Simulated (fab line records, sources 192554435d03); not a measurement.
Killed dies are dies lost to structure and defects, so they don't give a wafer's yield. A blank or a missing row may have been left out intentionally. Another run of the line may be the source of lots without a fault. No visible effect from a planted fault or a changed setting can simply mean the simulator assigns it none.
Split-lot study ; flow n5_finfet ; route with 1938 steps; 7 lots, 39 wafers read

SPLIT DETAILS
At N5_BEOL_M6_ETCH_62 (etches SOC in N2/H2, target depth 110 nm, overetch 22 nm, time 165 s), the setting time_s was moved away from the recipe's 165 s on 9 of the 39 wafers read, by +18.1% to +22.7%. The other wafers ran this setting at the recipe's value.

FROM THE SPLIT TO THE READING: what the file shows between them, 2 steps
- N5_BEOL_M6_STRIP_68: strips in N2/H2
- N5_BEOL_M6_STRIP_67: strips in CF4

THE READING
etch.depth_nm (the simulator's own value, which no gauge read), in nm, at N5_BEOL_M6_HM_OPEN_17 (chemistry Cl2/BCl3, target TiN, target depth 20 nm, overetch 6 nm). The file gives no usual value for it. Average 19.92 nm, standard deviation 0.3 nm, over the 30 wafers here run with the recipe.

wafer;tool, chamber at the split;time_s as run, s;against the recipe;etch.depth_nm, nm;against lot-mates on the recipe
L081.1;rie_diel-04, 2;165;recipe;19.81;-
L081.2;rie_diel-04, 0,1;165;recipe;20.06;-
L081.3;rie_diel-04, 1,2;194.8;+18.1%;17.12;-2.87
L081.4;rie_diel-04, 3;194.8;+18.1%;17.24;-2.75
L081.5;rie_diel-04, 1,2;194.8;+18.1%;17.14;-2.85
L081.6;rie_diel-04, 0,1;165;recipe;20.09;-
L078.1;rie_diel-04, 3;165;recipe;19.56;-
L078.2;rie_diel-04, 2,1,1,2;165;recipe;19.84;-
L078.3;rie_diel-04, 2,1,1,2;165;recipe;19.59;-
L078.4;rie_diel-04, 0;165;recipe;19.89;-
L078.5;rie_diel-04, 2,1,1,2;165;recipe;19.77;-
L078.6;rie_diel-04, 2,1,1,2;165;recipe;19.44;-
L089.1;rie_diel-04, 3,0;165;recipe;20.14;-
L089.2;rie_diel-04, 1,0,2;165;recipe;20.07;-
L089.3;rie_diel-04, 1,0,2;165;recipe;19.98;-
L089.4;rie_diel-04, 1,0,2;165;recipe;19.49;-
L089.5;rie_diel-04, 3;165;recipe;19.69;-
L089.6;rie_diel-04, 3,0;165;recipe;19.84;-
L090.1;rie_diel-05, 1;165;recipe;20;-
L090.2;rie_diel-05, 0;200.4;+21.5%;16.78;-3.13
L090.3;rie_diel-05, 2;165;recipe;19.68;-
L090.4;rie_diel-05, 3;165;recipe;20.04;-
L090.5;rie_diel-05, 2;200.4;+21.5%;16.55;-3.36
L090.6;rie_diel-05, 3;200.4;+21.5%;16.25;-3.66
L088.3;rie_diel-06, 1,0,1;165;recipe;20.5;-
L088.5;rie_diel-06, 1,0,1;165;recipe;20.5;-
L088.6;rie_diel-06, 1,0,1;165;recipe;20.5;-
L096.1;rie_diel-05, 3;202.5;+22.7%;16.05;-3.64
L096.2;rie_diel-05, 0;165;recipe;19.3;-
L096.3;rie_diel-05, 1;165;recipe;20.01;-
L096.4;rie_diel-05, 2;165;recipe;19.77;-
L096.5;rie_diel-05, 3;202.5;+22.7%;15.81;-3.88
L096.6;rie_diel-05, 0;202.5;+22.7%;15.93;-3.76
L097.1;rie_diel-06, 1,2,3,3,0;165;recipe;19.95;-
L097.2;rie_diel-06, 0;165;recipe;19.91;-
L097.3;rie_diel-06, 1,2,3,3,0;165;recipe;19.63;-
L097.4;rie_diel-06, 1,2,3,3,0;165;recipe;20.26;-
L097.5;rie_diel-06, 1,2,3,3,0;165;recipe;20.09;-
L097.6;rie_diel-06, 1,2,3,3,0;165;recipe;20.17;-
When a row names more than one chamber, that row covers several wafers, and the file does not tell which wafer ran in which chamber.

THE FIT
A straight line over all 39 wafers: etch.depth_nm changes by -0.164 nm for each +1% of time_s; r = -0.98; the points scatter about the line by 0.3 nm.
The same after taking each lot's own level away (the mean of its wafers on the recipe; 39 wafers): -0.16 nm for each +1%; r = -0.99; scatter 0.19 nm.
According to that fit, moving time_s by its largest amount changes the reading by 3.6 nm.
From 19.682 to 20.500 nm: that is the span of the lots' own levels, equal to 2.7 times the standard deviation above.
The two slopes agree, so the slope changes little with the lot-to-lot level.
Check: with one of the wafers moved furthest among these (+22.7%) left out of the fit, the line predicts -3.65 nm for it against its lot-mates. It came out at -3.64 nm against them.

THE WHOLE CHAIN: every reading that the file lists as answering this split, in the file's order
step;what it does;reading;change (the file's fit);r (the file's)
N5_BEOL_M6_ETCH_62;etches SOC in N2/H2, target depth 110 nm, overetch 22 nm, time 165 s;SiARC_of_BEOL_M6_COAT_60.thk_nm (the simulator's own value, which no gauge read);-0.071 nm for each +1% of the setting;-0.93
N5_BEOL_M6_HM_OPEN_17;chemistry Cl2/BCl3, target TiN, target depth 20 nm, overetch 6 nm;etch.depth_nm (the simulator's own value, which no gauge read);-0.16 nm for each +1% of the setting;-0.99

THE FILE'S OWN FIT
etch.depth_nm changes by -0.16 nm for each +1% of time_s, r = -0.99.
